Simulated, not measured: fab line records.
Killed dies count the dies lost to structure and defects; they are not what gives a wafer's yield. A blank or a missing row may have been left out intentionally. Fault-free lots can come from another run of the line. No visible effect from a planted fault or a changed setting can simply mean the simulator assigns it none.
Matching of chambers | flow nand-harc | 4 sister chambers for NHARC_A_SGD_CUT_ETCHBACK_24 on rie-diel-09
The step etches the open film in CH3F/O2, target depth 50 nm, time 92.857 s. 8 wafers are shown with their chamber, then 7 later ones without.

EACH WAFER AND ITS CHAMBER
wafer  | chamber | showerhead-plenum-p-Torr (Torr) | drypump-motor-current-A (A)
L076.2 | 1       | 2.48                            | 5.5
L082.4 | 2       | 2.58                            | 6.3
L082.6 | 1       | 2.47                            | 5.5
L083.1 | 0       | 2.45                            | 6.3
L083.2 | 3       | 2.57                            | 5.5
L083.3 | 2       | 2.58                            | 6.3
L084.2 | 0       | 2.45                            | 6.3
L084.3 | 3       | 2.57                            | 5.4

WAFERS WHOSE CHAMBER IS MISSING
wafer  | showerhead-plenum-p-Torr (Torr) | drypump-motor-current-A (A)
L084.6 | 2.45                            | 6.3
L090.2 | 2.58                            | 6.3
L090.3 | 2.45                            | 6.3
L090.5 | 2.57                            | 5.5
L096.1 | 2.57                            | 5.4
L096.3 | 2.58                            | 6.3
L096.6 | 2.58                            | 6.3

WHICH CHAMBER EACH ONE RAN IN
wafer  | from the rows above | in truth
L084.6 | 0                   | 0
L090.2 | 2                   | 2
L090.3 | 0                   | 0
L090.5 | 3                   | 3
L096.1 | 3                   | 3
L096.3 | 2                   | 2
L096.6 | 2                   | 2
Placed correctly: 7 of 7. Not placeable from these rows: 0. Wrongly placed: 0.
How it was worked out, from the rows above alone: a wafer's distance from a chamber is the root of the sum, over the readings, of the square of ((its reading less the chamber's mean) divided by the reading's scatter). The wafer belongs to the nearest chamber; if the next one is less than 2 further off, it can't be placed. For every chamber, the mean is computed from those of its wafers that are shown. The scatter: take each reading less its chamber's mean, square it, sum over the shown wafers, divide by the number of wafers less the number of chambers, and take the root.
